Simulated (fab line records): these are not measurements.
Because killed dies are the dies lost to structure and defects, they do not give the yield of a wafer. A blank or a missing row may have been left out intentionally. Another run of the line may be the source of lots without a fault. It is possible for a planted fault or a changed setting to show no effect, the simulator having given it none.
Which of the tools did it?    flow n5-finfet    19 lots with 57 wafers sampled at 6 steps, on a route of 1938 steps

WHAT THE GAUGES READ, wafer by wafer
N5_FIN_SAQP_OCD_MEAS_76. Usual: 119.2 nm for trench-depth-nm, sd 2.3.
lot   measured     on      trench-depth-nm (nm)  flag
L075  day 2 10:55  ocd-01  121.2 122.7 119.9     
L076  day 2 17:38  ocd-01  120.4 119.0 122.0     
L077  day 2 21:04  ocd-01  118.0 118.6 121.8     
L078  day 3 04:43  ocd-01  118.4 118.3 117.1     
L079  day 3 09:06  ocd-01  119.4 118.2 122.2     
L080  day 3 14:51  ocd-01  123.5 121.0 120.2     
L081  day 3 20:36  ocd-01  123.0 119.5 119.9     
L083  day 4 09:17  ocd-02  115.8 119.1 117.4     
L084  day 4 19:46  ocd-01  121.8 120.2 122.5     
L085  day 4 22:38  ocd-02  123.0 120.1 118.3     
L086  day 5 04:49  ocd-01  119.4 114.5 117.1     
L087  day 5 09:34  ocd-01  122.7 118.4 119.1     
L088  day 5 14:50  ocd-02  121.5 115.1 117.0     
L090  day 6 01:47  ocd-02  117.3 120.8 116.1     
L091  day 6 08:46  ocd-02  121.0 116.1 117.4     
L092  day 6 14:52  ocd-01  117.6 121.7 116.7     
L093  day 6 22:37  ocd-01  120.7 120.1 120.3     
L094  day 7 01:59  ocd-01  117.3 116.7 115.5     
L096  day 7 13:46  ocd-01  116.7 114.5 116.7     

N5_STI_FIN_REVEAL_FIN_H_MEAS_10. Usual: 51.8 nm for trench-depth-nm, sd 0.67.
lot   measured     on      trench-depth-nm (nm)  flag
L075  day 3 00:03  ocd-02  52.7 52.5 53.0        
L076  day 3 04:04  ocd-02  52.9 52.1 52.2        
L077  day 3 07:18  ocd-01  52.2 52.0 52.6        
L078  day 3 15:24  ocd-02  52.5 51.9 52.3        
L079  day 3 19:22  ocd-01  51.7 51.8 52.3        
L080  day 4 01:44  ocd-01  51.0 52.1 52.4        
L081  day 4 07:04  ocd-02  53.0 52.5 51.2        
L083  day 4 19:51  ocd-02  51.4 51.2 49.9        
L084  day 5 06:19  ocd-01  50.6 50.9 51.5        
L085  day 5 09:23  ocd-02  51.4 50.9 51.6        
L086  day 5 15:03  ocd-01  51.8 50.8 51.3        
L087  day 5 19:32  ocd-02  51.9 52.1 52.0        
L088  day 6 01:21  ocd-02  51.8 51.7 51.7        
L090  day 6 12:14  ocd-01  51.9 51.3 51.1        
L091  day 6 22:31  ocd-02  51.1 51.7 51.7        
L092  day 7 01:27  ocd-02  52.7 52.6 52.1        
L093  day 7 08:59  ocd-01  52.3 51.1 51.5        
L094  day 7 11:58  ocd-01  52.8 52.0 52.0        
L096  day 7 23:46  ocd-02  53.2 53.5 53.6        

WHAT TOOL EACH LOT RAN ON (gives the tool, then ch and the chambers of the sampled wafers, and finally the start)
lot   N5_FIN_CUT_ETCH_20                 N5_FIN_CUT_STRIP_24                N5_FIN_CUT_CUT_ETCH_27             N5_FIN_CUT_STRIP_22
L075  rie-diel-01 ch 1,2, day 2 12:13    rie-diel-01 ch 1,2, day 2 12:35    rie-diel-01 ch 1,2, day 2 12:38    rie-diel-01 ch 1,2, day 2 12:59
L076  rie-diel-01 ch 0,1,3, day 2 18:32  rie-diel-01 ch 0,1,3, day 2 18:54  rie-diel-01 ch 0,1,3, day 2 18:58  rie-diel-01 ch 0,3, day 2 19:14
L077  rie-diel-05 ch 1,2,3, day 2 21:43  rie-diel-05 ch 1,2,3, day 2 22:04  rie-diel-05 ch 1,2,3, day 2 22:08  rie-diel-01 ch 1,2,3, day 2 22:24
L078  rie-diel-05 ch 1,2,3, day 3 05:14  rie-diel-05 ch 1,2,3, day 3 05:35  rie-diel-05 ch 1,2,3, day 3 05:39  rie-diel-02 ch 0,2, day 3 05:55
L079  rie-diel-02 ch 0,3, day 3 09:44    rie-diel-02 ch 0,3, day 3 10:06    rie-diel-02 ch 0,3, day 3 10:10    rie-diel-02 ch 0,1,2, day 3 10:31
L080  rie-diel-02 ch 1,2, day 3 15:29    rie-diel-02 ch 1,2, day 3 15:51    rie-diel-02 ch 1,2, day 3 15:55    rie-diel-05 ch 0,1,2, day 3 16:25
L081  rie-diel-02 ch 0,1,2, day 3 21:19  rie-diel-02 ch 0,1,2, day 3 21:41  rie-diel-02 ch 0,1,2, day 3 21:45  rie-diel-02 ch 0,1,2, day 3 22:01
L083  rie-diel-01 ch 0,1,2, day 4 09:55  rie-diel-01 ch 0,1,2, day 4 10:17  rie-diel-01 ch 0,1,2, day 4 10:21  rie-diel-05 ch 1,2,3, day 4 10:49
L084  rie-diel-05 ch 0,1,2, day 4 20:24  rie-diel-05 ch 0,1,2, day 4 20:46  rie-diel-05 ch 0,1,2, day 4 20:49  rie-diel-02 ch 0,1, day 4 21:05
L085  rie-diel-05 ch 0,1, day 4 23:16    rie-diel-05 ch 0,1, day 4 23:38    rie-diel-05 ch 0,1, day 4 23:41    rie-diel-05 ch 0,1,2, day 4 23:58
L086  rie-diel-02 ch 2,3, day 5 05:29    rie-diel-02 ch 2,3, day 5 05:51    rie-diel-02 ch 2,3, day 5 05:55    rie-diel-05 ch 1,2,3, day 5 06:11
L087  rie-diel-05 ch 1,2, day 5 10:04    rie-diel-05 ch 1,2, day 5 10:26    rie-diel-05 ch 1,2, day 5 10:30    rie-diel-05 ch 1,2,3, day 5 10:47
L088  rie-diel-01 ch 0,1, day 5 15:28    rie-diel-01 ch 0,1, day 5 15:50    rie-diel-01 ch 0,1, day 5 15:53    rie-diel-01 ch 0,3, day 5 16:10
L090  rie-diel-02 ch 0,1, day 6 02:19    rie-diel-02 ch 0,1, day 6 02:40    rie-diel-02 ch 0,1, day 6 02:44    rie-diel-01 ch 1,2,3, day 6 03:00
L091  rie-diel-01 ch 1,3, day 6 09:17    rie-diel-01 ch 1,3, day 6 09:39    rie-diel-01 ch 1,3, day 6 09:43    rie-diel-02 ch 1,3, day 6 11:28
L092  rie-diel-02 ch 0,1,2, day 6 15:30  rie-diel-02 ch 0,1,2, day 6 15:52  rie-diel-02 ch 0,1,2, day 6 15:56  rie-diel-02 ch 1,2,3, day 6 16:13
L093  rie-diel-02 ch 0,2, day 6 23:20    rie-diel-02 ch 0,2, day 6 23:43    rie-diel-02 ch 0,2, day 6 23:46    rie-diel-01 ch 0,1,3, day 7 00:07
L094  rie-diel-01 ch 1,2, day 7 02:29    rie-diel-01 ch 1,2, day 7 02:51    rie-diel-01 ch 1,2, day 7 02:55    rie-diel-05 ch 2,3, day 7 03:11
L096  rie-diel-01 ch 0,3, day 7 14:16    rie-diel-01 ch 0,3, day 7 14:38    rie-diel-01 ch 0,3, day 7 14:42    rie-diel-01 ch 0,1, day 7 14:59
- N5_FIN_CUT_ETCH_20: etches SiARC in CF4, target depth 26 nm, time 43.3 s.
- N5_FIN_CUT_STRIP_24: strips in CF4.
- N5_FIN_CUT_CUT_ETCH_27: etches SiO2 in CHF3/O2, target depth 4 nm, overetch 2 nm, time 4.9 s.
- N5_FIN_CUT_STRIP_22: strips in N2/H2.

WHAT THE TOOLS THEMSELVES READ (means of the sampled wafers that have a number; where no wafer has one, the mark that the record gives instead)
N5_FIN_CUT_ETCH_20. Usual: bias-w 36.01 W, standard deviation 0.11; drypump-motor-current-A 5.9 A, standard deviation 0.34; etch-rf-on-time-s 43.6 s, standard deviation 0.95; oes-product-au 0.66 a.u., standard deviation 0.077; rf-vpp-V 184.3 V, standard deviation 1.1; showerhead-plenum-p-Torr 2.17 Torr, standard deviation 0.069; throttle-valve-pct 15.74 %, standard deviation 0.19.
lot   tool         bias-w (W)  drypump-motor-current-A (A)  etch-rf-on-time-s (s)  oes-product-au (a.u.)  rf-vpp-V (V)  showerhead-plenum-p-Torr (Torr)  throttle-valve-pct (%)  flag
L075  rie-diel-01  35.97       5.8                          42.8                   0.62                   184.0         2.09                             15.88                   
L076  rie-diel-01  36.04       6.0                          42.9                   0.73                   184.7         2.20                             15.78                   
L077  rie-diel-05  35.96       5.6                          42.5                   0.65                   184.4         2.14                             15.62                   
L078  rie-diel-05  36.14       5.6                          43.2                   0.65                   183.8         2.14                             15.64                   
L079  rie-diel-02  35.93       6.0                          43.2                   0.61                   183.3         2.09                             15.87                   
L080  rie-diel-02  35.96       6.0                          44.6                   0.59                   184.1         2.16                             15.62                   
L081  rie-diel-02  35.99       5.8                          45.2                   0.60                   184.6         2.19                             15.76                   
L083  rie-diel-01  35.90       6.0                          43.2                   0.66                   183.6         2.14                             15.86                   
L084  rie-diel-05  35.97       5.7                          43.4                   0.65                   183.5         2.15                             15.64                   
L085  rie-diel-05  36.09       6.0                          43.6                   0.65                   184.2         2.18                             15.66                   
L086  rie-diel-02  36.08       6.2                          44.0                   0.67                   184.0         2.18                             15.49                   
L087  rie-diel-05  35.95       5.7                          43.3                   0.66                   183.3         2.12                             15.57                   
L088  rie-diel-01  35.89       6.1                          42.9                   0.71                   184.3         2.20                             15.84                   
L090  rie-diel-02  36.08       5.6                          44.9                   0.59                   185.0         2.21                             15.86                   
L091  rie-diel-01  36.10       5.8                          42.9                   0.65                   184.7         2.20                             15.91                   
L092  rie-diel-02  36.06       5.8                          44.4                   0.60                   184.7         2.18                             15.79                   
L093  rie-diel-02  36.01       6.0                          44.5                   0.61                   184.3         2.16                             15.72                   
L094  rie-diel-01  35.98       5.8                          43.5                   0.60                   182.9         2.08                             15.93                   
L096  rie-diel-01  36.04       6.1                          43.5                   0.74                   185.2         2.18                             15.73                   

N5_FIN_CUT_STRIP_24. Usual: drypump-motor-current-A 5.9 A, standard deviation 0.34; oes-product-au 0.76 a.u., standard deviation 0.084; power-w 300.0 W, standard deviation 0.92; rf-vpp-V 271.7 V, standard deviation 1.5; showerhead-plenum-p-Torr 1.82 Torr, standard deviation 0.057; throttle-valve-pct 13.73 %, standard deviation 0.2.
lot   tool         drypump-motor-current-A (A)  oes-product-au (a.u.)  power-w (W)  rf-vpp-V (V)  showerhead-plenum-p-Torr (Torr)  throttle-valve-pct (%)  flag
L075  rie-diel-01  5.8                          0.71                   300.3        269.9         1.76                             13.88                   
L076  rie-diel-01  6.0                          0.84                   299.8        272.3         1.84                             13.70                   
L077  rie-diel-05  5.6                          0.76                   299.4        270.7         1.80                             13.61                   
L078  rie-diel-05  5.6                          0.75                   299.4        271.1         1.80                             13.62                   
L079  rie-diel-02  6.0                          0.71                   300.4        271.0         1.75                             13.88                   
L080  rie-diel-02  6.0                          0.70                   299.0        271.6         1.82                             13.64                   
L081  rie-diel-02  5.8                          0.71                   299.9        271.9         1.84                             13.76                   
L083  rie-diel-01  6.0                          0.76                   300.2        271.4         1.79                             13.84                   
L084  rie-diel-05  5.7                          0.75                   300.5        271.2         1.80                             13.62                   
L085  rie-diel-05  6.0                          0.75                   300.3        272.2         1.83                             13.68                   
L086  rie-diel-02  6.1                          0.78                   300.4        272.3         1.83                             13.50                   
L087  rie-diel-05  5.7                          0.77                   300.0        271.5         1.78                             13.56                   
L088  rie-diel-01  6.1                          0.82                   299.5        272.4         1.83                             13.78                   
L090  rie-diel-02  5.6                          0.70                   300.8        271.9         1.85                             13.85                   
L091  rie-diel-01  5.8                          0.76                   300.3        272.0         1.84                             13.86                   
L092  rie-diel-02  5.8                          0.70                   300.2        271.6         1.83                             13.79                   
L093  rie-diel-02  5.9                          0.71                   300.0        271.9         1.82                             13.74                   
L094  rie-diel-01  5.8                          0.69                   300.0        269.7         1.75                             13.96                   
L096  rie-diel-01  6.2                          0.86                   298.7        271.7         1.83                             13.66                   

N5_FIN_CUT_CUT_ETCH_27. Usual: CHF3_flow_sccm 49.99 sccm, standard deviation 0.14; O2_flow_sccm 4.998 sccm, standard deviation 0.015; bias-w 170.0 W, standard deviation 0.51; drypump-motor-current-A 5.9 A, standard deviation 0.34; oes_o_777_au 0.77 a.u., standard deviation 0.083; oes-product-au 0.61 a.u., standard deviation 0.067; rf-vpp-V 526 V, standard deviation 11; showerhead-plenum-p-Torr 2.44 Torr, standard deviation 0.079; throttle-valve-pct 18.94 %, standard deviation 0.19.
lot   tool         CHF3_flow_sccm (sccm)  O2_flow_sccm (sccm)  bias-w (W)  drypump-motor-current-A (A)  oes_o_777_au (a.u.)  oes-product-au (a.u.)  rf-vpp-V (V)  showerhead-plenum-p-Torr (Torr)  throttle-valve-pct (%)  flag
L075  rie-diel-01  49.91                  4.994                170.3       5.8                          0.73                 0.57                   513           2.35                             19.05                   
L076  rie-diel-01  50.10                  5.007                170.4       6.0                          0.86                 0.68                   525           2.47                             19.02                   
L077  rie-diel-05  50.00                  5.000                169.7       5.6                          0.76                 0.60                   532           2.41                             18.84                   
L078  rie-diel-05  49.98                  5.009                169.7       5.6                          0.76                 0.60                   533           2.41                             18.83                   
L079  rie-diel-02  50.03                  4.993                169.7       6.0                          0.72                 0.56                   514           2.35                             19.06                   
L080  rie-diel-02  49.91                  5.013                170.0       6.0                          0.69                 0.55                   528           2.42                             18.75                   
L081  rie-diel-02  50.00                  4.987                169.8       5.8                          0.71                 0.57                   528           2.46                             18.92                   
L083  rie-diel-01  49.98                  5.002                169.8       6.0                          0.77                 0.61                   520           2.41                             19.08                   
L084  rie-diel-05  50.02                  4.987                170.1       5.7                          0.75                 0.60                   530           2.41                             18.82                   
L085  rie-diel-05  49.92                  5.003                170.1       6.0                          0.75                 0.60                   536           2.44                             18.83                   
L086  rie-diel-02  50.10                  5.003                170.0       6.2                          0.79                 0.63                   523           2.44                             18.66                   
L087  rie-diel-05  50.05                  4.991                169.9       5.7                          0.77                 0.61                   536           2.38                             18.77                   
L088  rie-diel-01  49.91                  4.991                170.0       6.2                          0.82                 0.65                   526           2.47                             19.10                   
L090  rie-diel-02  49.88                  4.994                170.0       5.6                          0.70                 0.56                   529           2.48                             19.04                   
L091  rie-diel-01  49.83                  5.001                169.8       5.8                          0.77                 0.60                   511           2.48                             19.13                   
L092  rie-diel-02  50.17                  5.013                170.1       5.8                          0.70                 0.56                   528           2.45                             18.93                   
L093  rie-diel-02  50.05                  4.999                169.8       6.0                          0.71                 0.57                   527           2.42                             18.85                   
L094  rie-diel-01  49.94                  5.007                170.6       5.8                          0.70                 0.55                   513           2.33                             19.09                   
L096  rie-diel-01  50.08                  5.000                170.1       6.1                          0.86                 0.69                   537           2.46                             18.99                   

N5_FIN_CUT_STRIP_22. Usual: drypump-motor-current-A 5.9 A, standard deviation 0.34; n2-flow-sccm 300.0 sccm, standard deviation 0.91; oes-product-au 0.76 a.u., standard deviation 0.08; power-w 500.3 W, standard deviation 1.4; rf-vpp-V 54.2 V, standard deviation 2.1; showerhead-plenum-p-Torr 3.39 Torr, standard deviation 0.11; temp-c 40.01 C, standard deviation 0.12; throttle-valve-pct 18.95 %, standard deviation 0.26.
lot   tool         drypump-motor-current-A (A)  n2-flow-sccm (sccm)  oes-product-au (a.u.)  power-w (W)  rf-vpp-V (V)  showerhead-plenum-p-Torr (Torr)  temp-c (C)  throttle-valve-pct (%)  flag
L075  rie-diel-01  5.8                          300.0                0.73                   500.0        53.9          3.27                             40.04       18.97                   
L076  rie-diel-01  6.0                          300.6                0.92                   500.9        55.5          3.43                             40.05       18.75                   
L077  rie-diel-01  5.8                          301.3                0.79                   499.5        53.4          3.35                             39.95       18.87                   
L078  rie-diel-02  6.0                          301.4                0.74                   498.9        56.3          3.41                             40.10       18.89                   
L079  rie-diel-02  5.8                          300.5                0.72                   499.7        53.7          3.43                             40.10       18.94                   
L080  rie-diel-05  5.7                          299.9                0.75                   501.4        54.5          3.35                             40.11       18.84                   
L081  rie-diel-02  5.8                          299.5                0.72                   500.0        55.2          3.43                             39.95       18.95                   
L083  rie-diel-05  5.6                          300.1                0.75                   499.4        52.0          3.34                             39.93       18.70                   
L084  rie-diel-02  5.6                          300.7                0.73                   499.6        54.9          3.48                             39.84       19.02                   
L085  rie-diel-05  5.7                          299.8                0.74                   500.7        53.3          3.35                             40.07       18.86                   
L086  rie-diel-05  5.6                          300.4                0.75                   500.1        54.5          3.34                             39.92       18.73                   
L087  rie-diel-05  5.6                          299.2                0.74                   499.2        53.8          3.34                             39.95       18.72                   
L088  rie-diel-01  6.2                          299.5                0.89                   500.0        54.3          3.43                             40.13       18.95                   
L090  rie-diel-01  5.8                          299.6                0.76                   500.1        53.2          3.35                             40.14       18.92                   
L091  rie-diel-02  5.9                          300.7                0.76                   500.3        54.6          3.48                             39.90       18.97                   
L092  rie-diel-02  6.0                          299.5                0.78                   500.0        53.9          3.45                             40.09       18.93                   
L093  rie-diel-01  6.0                          299.8                0.82                   500.0        55.8          3.44                             39.92       19.05                   
L094  rie-diel-05  5.3                          299.3                0.72                   500.0        55.3          3.28                             39.91       18.72                   
L096  rie-diel-01  6.2                          301.0                0.81                   500.5        53.8          3.45                             39.91       19.17                   

THE ANSWER, worked out from the rows above alone
Rule: lot off if the mean of its wafers having a number is beyond 3 standard deviations from the usual mean. Also off: a lot with no number at a reading for which 4 or more lots have one. The other lots that the step has rows for count as sound. First the gauges in route order, then the tools' own readings, where a lot's mean is used as printed above. The first step at which some lot is off is used, and at that step the reading that is off furthest; a lot without a number counts as furthest.
Nothing can be told from this: no lot is off at any reading shown.

WHAT THE SIMULATOR HAD INSERTED
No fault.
